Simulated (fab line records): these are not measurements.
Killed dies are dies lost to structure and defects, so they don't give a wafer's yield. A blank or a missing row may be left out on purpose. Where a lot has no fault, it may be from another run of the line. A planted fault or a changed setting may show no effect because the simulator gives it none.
fab line records	flow nand-harc
record: lots: 12	wafers: 36	last-day: 34
route steps=1302 shown P_ZERO_WELL@9 P_GATE@142
lots that met no fault: from a run of the same line without faults
start-h: the number of hours between the record's first day and the start of the first shown wafer of the lot	wait-h: hours elapsed since this lot's preceding step	" the same as in the row above	L1.1+2: several wafers, shown together as one row	- no value, or no start was given	* or withheld: withheld	< > ~ a bound
route shown NAME@n: NAME is a module with steps in the file, n the number in the route of the first one	usual: average and standard deviation across the fault-free wafers	same: alike in all rows	chamber/n: place in a boat	sites: the reading at each site	_std_site: standard deviation across them	_edge_site: mean of outer sites minus mean of inner sites	radius-mm: how far each site lies from the wafer's centre	mask NAME#n: copy n	behind: the most recent tool/chamber to have shaped the wafer	hold: why the lot went on hold/how many hours it stayed there/how the hold came to an end	device: names the non-switching transistor (n, p or np)	end of line: tests run on the same wafers once the route is complete	where a step has no rows: the recipe by itself	killed: at the first sort, the dies lost to defects and structure; wafer yield is something else	map: a wafer's dies, marking killed ones x, the rest . and places with no die _
set.NAME: the setting as run; set.NAME@STEP: as run at that earlier step	model.NAME: the simulator's own value behind a step, which no gauge read
steps of the route over a sample of lots; a table a step, a row a wafer
services: a tool's chamber out of use, with start hour (start-h, from the record's first day; less than 0 if before it), hours out, and reason
== steps ==
step: NHARC_P_ZERO_WELL_SOFTBAKE_06
recipe: temp-c: 125	time-s: 70
usual: heater-power-total-W: 200.7/1.2	plate-temp-C: 125.03/0.13
lot.wafer	tool	chamber	start-h	wait-h	heater-power-total-W	plate-temp-C
L640.2	litho-track-03	0	20	-	199.9	125.02
L640.3	"	0	"	"	199.7	124.98
L640.4	"	0	"	"	201.2	124.99
L642.2	litho-track-05	0	40	-	200.5	125.16
L642.3	"	0	"	"	202.5	125.17
L642.6	"	0	"	"	199.7	125.18
L643.2	litho-track-03	0	51	-	202.6	125.22
L643.3	"	0	"	"	199.2	125.18
L643.6	"	0	"	"	199.3	125.00
L644.1	litho-track-03	0	60	-	200.0	125.17
L644.4	"	0	"	"	201.1	124.99
L644.5	"	0	"	"	198.9	125.04
L645.1	litho-track-03	0	70	-	201.7	125.03
L645.4	"	0	"	"	201.8	124.95
L645.6	"	0	"	"	202.6	124.92
L646.3	litho-track-02	0	80	-	202.5	125.18
L646.4	"	0	"	"	201.4	125.12
L646.5	"	0	"	"	202.6	124.92
L647.2	litho-track-02	0	90	-	199.3	124.98
L647.3	"	0	"	"	202.2	125.09
L647.6	"	0	"	"	201.1	125.06
L655.2	litho-track-03	0	170	-	210.0	125.02
L655.3	"	0	"	"	208.8	125.04
L655.4	"	0	"	"	208.3	125.08
L656.1	litho-track-03	0	180	-	206.2	125.17
L656.2	"	0	"	"	207.0	124.86
L656.3	"	0	"	"	208.9	124.98
L659.1	litho-track-05	0	210	-	201.3	124.76
L659.2	"	0	"	"	200.0	125.01
L659.4	"	0	"	"	199.7	124.91
L660.1	litho-track-02	0	220	-	199.4	125.15
L660.2	"	0	"	"	200.6	125.11
L660.4	"	0	"	"	202.2	125.19
L663.2	litho-track-05	0	250	-	199.9	125.36
L663.4	"	0	"	"	200.2	125.24
L663.6	"	0	"	"	201.6	125.18
step: NHARC_P_ZERO_WELL_CD_MEAS_11
recipe: target-cd-nm: 500	landing-energy-ev: 500
usual: cd-nm: 499.8/1.5
same: landing-energy-ev: 500
lot.wafer	tool	chamber	start-h	wait-h	hold	cd-nm
L640.2	cd-sem-02	0	21.15	-	-	498.8
L640.3	"	0	"	"	-	496.1
L640.4	"	0	"	"	-	497.9
L642.2	cd-sem-03	0	41.26	-	-	499.1
L642.3	"	0	"	"	-	499.5
L642.6	"	0	"	"	-	499.9
L643.2	cd-sem-01	0	51.61	-	-	501.3
L643.3	"	0	"	"	-	501.2
L643.6	"	0	"	"	-	499.4
L644.1	cd-sem-01	0	61.24	-	-	501.1
L644.4	"	0	"	"	-	499.0
L644.5	"	0	"	"	-	501.3
L645.1	cd-sem-01	0	81.24	-	-	499.6
L645.4	"	0	"	"	-	501.0
L645.6	"	0	"	"	-	500.2
L646.3	cd-sem-03	0	81.28	-	-	497.7
L646.4	"	0	"	"	-	498.4
L646.5	"	0	"	"	-	499.1
L647.2	cd-sem-01	0	91.25	-	-	499.5
L647.3	"	0	"	"	-	499.4
L647.6	"	0	"	"	-	499.3
L655.2	cd-sem-02	0	171.24	-	await-dispo/0.2h/release	507.7
L655.3	"	0	"	"	await-dispo/0.2h/release	510.0
L655.4	"	0	"	"	await-dispo/0.2h/release	507.7
L655.2	cd-sem-02	0	-	-	-	507.8
L655.3	"	0	"	"	-	509.4
L655.4	"	0	"	"	-	507.7
L656.1	cd-sem-03	0	181.25	-	await-dispo/0.2h/release	507.0
L656.2	"	0	"	"	await-dispo/0.2h/release	508.5
L656.3	"	0	"	"	await-dispo/0.2h/release	507.4
L656.1	cd-sem-03	0	-	-	-	507.1
L656.2	"	0	"	"	-	508.7
L656.3	"	0	"	"	-	507.7
L659.1	cd-sem-02	0	211.23	-	-	501.9
L659.2	"	0	"	"	-	499.2
L659.4	"	0	"	"	-	501.1
L660.1	cd-sem-02	0	221.11	-	-	499.9
L660.2	"	0	"	"	-	501.9
L660.4	"	0	"	"	-	499.9
L663.2	cd-sem-01	0	251.24	-	-	499.4
L663.4	"	0	"	"	-	500.1
L663.6	"	0	"	"	-	499.3
step: NHARC_P_GATE_OVL_MEAS_27
usual: overlay-x-nm: 0.1/0.95	overlay-y-nm: -0.3/0.79
lot.wafer	tool	chamber	start-h	wait-h	overlay-x-nm	overlay-y-nm
L640.2	overlay-01	-	104.86	-	2.2	0.4
L640.3	"	-	"	"	2.3	0.1
L640.4	"	-	"	"	1.9	0.4
L642.2	overlay-01	-	116.23	-	0.7	-1.0
L642.3	"	-	"	"	1.0	-1.2
L642.6	"	-	"	"	0.7	-1.2
L643.2	overlay-01	-	121.16	-	-1.6	0.4
L643.3	"	-	"	"	-1.3	-0.1
L643.6	"	-	"	"	-1.9	0.6
L644.1	overlay-01	-	135.97	-	0.3	-0.8
L644.4	"	-	"	"	0.3	-1.0
L644.5	"	-	"	"	0.1	-1.0
L645.1	overlay-02	-	154.83	-	1.3	-1.2
L645.4	"	-	"	"	1.2	-2.1
L645.6	"	-	"	"	1.0	-1.6
L646.3	overlay-01	-	155.00	-	-0.4	0.0
L646.4	"	-	"	"	-0.2	0.6
L646.5	"	-	"	"	-0.1	-0.4
L647.2	overlay-02	-	171.34	-	-0.4	-0.1
L647.3	"	-	"	"	0.3	-0.3
L647.6	"	-	"	"	-0.7	0.1
L655.2	overlay-02	-	239.24	-	1.1	-0.3
L655.3	"	-	"	"	1.3	0.1
L655.4	"	-	"	"	0.5	0.5
L656.1	overlay-01	-	260.12	-	-0.2	-0.9
L656.2	"	-	"	"	0.7	-1.2
L656.3	"	-	"	"	0.2	-1.1
L659.1	overlay-01	-	286.79	-	-1.0	0.0
L659.2	"	-	"	"	-0.8	0.0
L659.4	"	-	"	"	-0.8	0.2
L660.1	overlay-02	-	298.16	-	1.0	0.3
L660.2	"	-	"	"	0.8	-0.1
L660.4	"	-	"	"	1.4	0.6
L663.2	overlay-01	-	323.97	-	1.1	0.6
L663.4	"	-	"	"	0.5	0.7
L663.6	"	-	"	"	0.3	1.3
step: NHARC_P_GATE_STRIP_75
recipe: power-w: 1500	temp-c: 250	chemistry: O2
usual: drypump-motor-current-A: 6.07/0.22	heater-power-w: 342/21
lot.wafer	tool	chamber	start-h	wait-h	drypump-motor-current-A	heater-power-w	rf-hours-counter-h
L640.2	plasma-asher-02	0	117.73	0.2	6.05	343	5
L640.4	"	1	"	"	6.38	313	-
L640.3	"	0	"	"	6.05	351	-
L642.2	plasma-asher-02	1	129.00	0.2	6.41	318	9
L642.3	"	0	"	"	6.06	339	-
L642.6	"	1	"	"	6.36	314	-
L643.2	plasma-asher-02	1	133.90	0.2	6.38	320	10
L643.3	"	1	"	"	6.41	318	-
L643.6	"	0	"	"	6.08	346	-
L644.1	plasma-asher-01	0	148.76	0.3	5.86	369	30
L644.4	"	1	"	"	5.89	357	-
L644.5	"	1	"	"	5.87	351	-
L645.1	plasma-asher-01	1	167.57	0.2	5.87	355	34
L645.4	"	0	"	"	5.87	369	-
L645.6	"	0	"	"	5.84	375	-
L646.4	plasma-asher-02	1	167.92	0.2	6.40	309	-
L646.3	"	0	"	"	6.05	350	-
L646.5	"	0	"	"	6.05	343	-
L647.2	plasma-asher-01	1	186.04	0.3	5.87	376	2
L647.3	"	1	"	"	5.87	370	-
L647.6	"	0	"	"	5.85	350	-
L655.2	plasma-asher-01	1	252.04	0.3	5.85	369	14
L655.3	"	1	"	"	5.85	370	-
L655.4	"	0	"	"	5.85	363	-
L656.2	plasma-asher-02	1	273.10	0.3	6.45	313	2
L656.1	"	0	"	"	6.07	335	2
L656.3	"	1	"	"	6.43	300	-
L659.2	plasma-asher-02	1	299.52	0.3	6.36	313	8
L659.1	"	0	"	"	6.04	330	8
L659.4	"	0	"	"	6.05	337	-
L660.1	plasma-asher-02	1	311.16	0.2	6.41	312	11
L660.2	"	0	"	"	6.05	339	11
L660.4	"	0	"	"	6.06	336	-
L663.2	plasma-asher-02	0	336.86	0.2	6.04	333	16
L663.4	"	1	"	"	6.36	310	-
L663.6	"	0	"	"	6.05	329	-
step: NHARC_P_GATE_CD_MEAS_91
recipe: target-cd-nm: 2000	landing-energy-ev: 500
usual: cd-nm: 1999.8/1.3
same: landing-energy-ev: 500
lot.wafer	tool	chamber	start-h	wait-h	cd-nm
L640.2	cd-sem-02	0	126.87	-	1999.7
L640.3	"	0	"	"	1998.3
L640.4	"	0	"	"	1998.1
L642.2	cd-sem-01	0	131.41	-	1998.5
L642.3	"	0	"	"	1998.0
L642.6	"	0	"	"	1998.1
L643.2	cd-sem-01	0	136.53	-	1998.6
L643.3	"	0	"	"	1998.6
L643.6	"	0	"	"	2000.7
L644.1	cd-sem-01	0	151.28	-	1999.5
L644.4	"	0	"	"	2001.1
L644.5	"	0	"	"	1998.9
L645.1	cd-sem-02	0	170.21	-	2000.5
L645.4	"	0	"	"	2000.4
L645.6	"	0	"	"	1999.7
L646.3	cd-sem-02	0	170.56	-	1999.5
L646.4	"	0	"	"	2002.0
L646.5	"	0	"	"	1999.4
L647.2	cd-sem-02	0	188.55	-	2000.9
L647.3	"	0	"	"	1999.4
L647.6	"	0	"	"	1999.4
L655.2	cd-sem-02	0	254.67	-	2002.0
L655.3	"	0	"	"	2002.0
L655.4	"	0	"	"	1998.6
L656.1	cd-sem-01	0	276.10	-	1999.4
L656.2	"	0	"	"	2000.6
L656.3	"	0	"	"	1998.2
L659.1	cd-sem-01	0	302.16	-	1998.0
L659.2	"	0	"	"	1997.1
L659.4	"	0	"	"	1998.1
L660.1	cd-sem-01	0	313.69	-	2001.5
L660.2	"	0	"	"	2000.8
L660.4	"	0	"	"	2000.9
L663.2	cd-sem-03	0	339.36	-	1998.5
L663.4	"	0	"	"	1999.3
L663.6	"	0	"	"	1999.2
== services ==
tool	chamber	start-h	hours	kind
plasma-asher-01	0	1.61	-	clean
plasma-asher-01	1	1.61	-	clean
litho-track-02	-	52.00	7.0	pm
plasma-asher-02	-	72.73	9.0	pm
plasma-asher-02	0	72.73	9.0	vent-cycle
plasma-asher-02	1	72.73	9.0	vent-cycle
plasma-asher-02	0	81.73	-	clean
plasma-asher-02	1	81.73	-	clean
plasma-asher-02	-	98.59	0.7	repair
litho-track-03	-	100.00	7.0	pm
plasma-asher-01	-	122.21	2.5	repair
litho-track-05	-	124.00	7.0	pm
plasma-asher-01	-	169.61	9.0	pm
plasma-asher-01	0	169.61	9.0	vent-cycle
plasma-asher-01	1	169.61	9.0	vent-cycle
plasma-asher-01	0	178.61	-	clean
litho-track-02	-	227.00	7.0	pm
plasma-asher-02	-	249.73	9.0	pm
plasma-asher-02	0	249.73	9.0	vent-cycle
plasma-asher-02	1	249.73	9.0	vent-cycle
plasma-asher-02	0	258.73	-	clean
plasma-asher-02	1	258.73	-	clean
litho-track-03	-	275.00	7.0	pm
litho-track-05	-	299.00	7.0	pm
== key ==
first-sign: step: NHARC_P_ZERO_WELL_SOFTBAKE_06	reading: heater-power-total-W	direction: up	sigmas: 6	usual: *	struck: *
effect: step: NHARC_P_ZERO_WELL_CD_MEAS_11	reading: visit	direction: added
effect: step: NHARC_P_ZERO_WELL_CD_MEAS_11	reading: cd-nm	direction: up	sigmas: 5.4	usual: 499.8	struck: 508.1
met-at NHARC_P_ZERO_WELL_SOFTBAKE_06
struck-lots L655,L656
tester-left-out L655,L656
not-acting-at NHARC_P_GATE_OVL_MEAS_27,NHARC_P_GATE_STRIP_75,NHARC_P_GATE_CD_MEAS_91
onset-between 70 170
fault: kind: process-parameter-drift	tool: litho-track-03	chamber: -	onset-h: 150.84	steps: NHARC_P_ZERO_WELL_SOFTBAKE_06	channel: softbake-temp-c	offset: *	shape: step	end-h: 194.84	acts-in: *	stated: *
tester-left-out: of these lots the tester's yield and bins aren't shown, on N5 and GAA mostly nor the transistor test; their killed dies are dies lost to structure and defects alone, not to doping, threshold or leakage, so they don't give the yield
